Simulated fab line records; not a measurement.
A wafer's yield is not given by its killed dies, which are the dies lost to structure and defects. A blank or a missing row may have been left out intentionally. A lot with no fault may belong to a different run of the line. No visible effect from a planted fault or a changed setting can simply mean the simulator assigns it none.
Chamber matching    flow n5Finfet    cmp-01 running N5_ILD0_CMP_03: 4 sister chambers
The step polishes, stops on SiNx, t overpolish 1.9 s, target thk 197.38 nm. 7 wafers are shown with their chamber, then 7 later ones without.

## WAFERS WITH THEIR CHAMBER
wafer   chamber  motorCurrentA (A)  overpolishRunS (s)
L074.5  2        15.0               1.898
L082.6  1        12.3               1.906
L083.1  1        12.1               1.902
L083.2  0        13.9               1.902
L083.6  3        11.6               1.890
L086.1  3        11.9               1.899
L086.3  0        14.1               1.910

## WAFERS WITHOUT THEIR CHAMBER
wafer   motorCurrentA (A)  overpolishRunS (s)
L086.4  15.8               1.902
L090.1  13.8               1.912
L090.2  15.2               1.897
L090.5  15.1               1.894
L091.3  16.1               1.879
L091.4  11.5               1.901
L091.6  14.4               1.907

## EACH ONE'S CHAMBER
wafer   from the rows above      in truth
L086.4  2                        2
L090.1  0                        0
L090.2  2                        2
L090.5  2                        2
L091.3  2                        2
L091.4  3                        3
L091.6  can't be placed: 0 or 2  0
Placed correctly: 6 of 7. Cannot be placed on the basis of these rows: 1; the candidates contain the true chamber in 1. Placed wrongly: 0.
How it was worked out, from the rows above alone: a wafer's distance from a chamber is the root of the sum, over the readings, of the square of ((its reading less the chamber's mean) divided by the reading's scatter). If the next closest chamber is less than 2 further off than the closest, the wafer can't be placed; otherwise it belongs to the closest. For every chamber, the mean is computed from those of its wafers that are shown. The scatter is the square root of a quotient: the sum, over the shown wafers, of each reading's squared deviation from its chamber's mean, divided by wafers minus chambers.
